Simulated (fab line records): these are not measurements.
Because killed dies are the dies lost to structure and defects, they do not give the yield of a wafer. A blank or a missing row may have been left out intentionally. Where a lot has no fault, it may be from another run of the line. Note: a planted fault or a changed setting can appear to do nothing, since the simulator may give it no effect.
What tool caused it? || flow nand_harc || 14 lots with 42 wafers sampled at 2 steps, on a route of 1302 steps

## WHAT THE GAUGES SHOWED, per wafer
NHARC_A_M0_INSPECT_27.
{"lot": "L407", "measured": "day 23 02:00", "on": "defect_inspect-02", "raw_defect_count": "401 443 556"}
{"lot": "L412", "measured": "day 23 19:36", "on": "defect_inspect-01", "raw_defect_count": "502 431 496"}
{"lot": "L410", "measured": "day 23 22:10", "on": "defect_inspect-01", "raw_defect_count": "431 513 444"}
{"lot": "L409", "measured": "day 24 03:15", "on": "defect_inspect-01", "raw_defect_count": "590 923 766"}
{"lot": "L411", "measured": "day 24 03:43", "on": "defect_inspect-02", "raw_defect_count": "524 873 555"}
{"lot": "L421", "measured": "day 28 17:35", "on": "defect_inspect-02", "raw_defect_count": "570 605 578"}
{"lot": "L423", "measured": "day 29 13:23", "on": "defect_inspect-01", "raw_defect_count": "623 658 540"}
{"lot": "L424", "measured": "day 30 02:34", "on": "defect_inspect-02", "raw_defect_count": "429 410 580"}
{"lot": "L425", "measured": "day 30 12:02", "on": "defect_inspect-02", "raw_defect_count": "510 523 424"}
{"lot": "L427", "measured": "day 30 18:08", "on": "defect_inspect-01", "raw_defect_count": "496 364 472"}
{"lot": "L426", "measured": "day 30 19:49", "on": "defect_inspect-02", "raw_defect_count": "669 471 684"}
{"lot": "L429", "measured": "day 31 18:58", "on": "defect_inspect-01", "raw_defect_count": "641 746 527"}
{"lot": "L428", "measured": "day 32 22:19", "on": "defect_inspect-01", "raw_defect_count": "442 477 652"}
{"lot": "L430", "measured": "day 33 11:26", "on": "defect_inspect-01", "raw_defect_count": "448 455 525"}

NHARC_A_M1_CD_MEAS_16.
{"lot": "L407", "measured": "day 23 03:53", "on": "cd_sem-01", "cd_nm (nm)": "120.5 120.4 120.0"}
{"lot": "L412", "measured": "day 23 21:21", "on": "cd_sem-02", "cd_nm (nm)": "119.9 120.1 119.4"}
{"lot": "L410", "measured": "day 24 00:04", "on": "cd_sem-03", "cd_nm (nm)": "120.1 119.9 120.2"}
{"lot": "L409", "measured": "day 24 05:09", "on": "cd_sem-02", "cd_nm (nm)": "120.0 120.5 119.9"}
{"lot": "L411", "measured": "day 24 05:35", "on": "cd_sem-02", "cd_nm (nm)": "119.6 120.5 120.4"}
{"lot": "L421", "measured": "day 28 19:44", "on": "cd_sem-01", "cd_nm (nm)": "120.7 118.8 120.3"}
{"lot": "L423", "measured": "day 29 15:16", "on": "cd_sem-03", "cd_nm (nm)": "120.1 119.6 119.4"}
{"lot": "L424", "measured": "day 30 04:32", "on": "cd_sem-02", "cd_nm (nm)": "119.2 119.7 119.9"}
{"lot": "L425", "measured": "day 30 13:47", "on": "cd_sem-03", "cd_nm (nm)": "119.6 119.3 120.1"}
{"lot": "L427", "measured": "day 30 19:54", "on": "cd_sem-01", "cd_nm (nm)": "120.7 119.9 119.6"}
{"lot": "L426", "measured": "day 30 21:49", "on": "cd_sem-01", "cd_nm (nm)": "119.9 119.8 120.4"}
{"lot": "L429", "measured": "day 31 20:51", "on": "cd_sem-03", "cd_nm (nm)": "120.4 121.1 120.2"}
{"lot": "L428", "measured": "day 33 00:11", "on": "cd_sem-02", "cd_nm (nm)": "119.5 119.7 119.0"}
{"lot": "L430", "measured": "day 33 13:20", "on": "cd_sem-02", "cd_nm (nm)": "119.0 118.8 119.2"}

## TOOL THAT RAN EACH LOT (tool first, then ch and the chambers of the sampled wafers, then the start)
The record shows no process step preceding these readings.

## WHAT THE TOOLS THEMSELVES READ (means of the sampled wafers that have a number; where no wafer has one, the mark that the record gives instead)
The record holds no such reading with a usual standard deviation.

## THE ANSWER, worked out from the rows above alone
Rule: the lots themselves supply what counts as usual. Put in order of their means at a reading, lots are off if they are a third of the lots or fewer, leave a main group of 4 or more, and stand apart from it by a gap of 3 or more times the standard deviation of the main group's means; of several such gaps the widest counts. A main group is skipped when, at the precision printed for the reading in the tables above, its means are all equal. Also off: a lot with no number at a reading for which 4 or more lots have one. All remaining lots with rows at the step are treated as sound. After the gauges, taken in route order, come the tools' own readings; for these a lot's mean is taken, as printed above. At the first step where some lot is off, the reading lying furthest off is the one used; lots without a number count as furthest.
Across all readings shown, no lot is off: no conclusion can be drawn from this.

## WHAT THE SIMULATOR PUT IN
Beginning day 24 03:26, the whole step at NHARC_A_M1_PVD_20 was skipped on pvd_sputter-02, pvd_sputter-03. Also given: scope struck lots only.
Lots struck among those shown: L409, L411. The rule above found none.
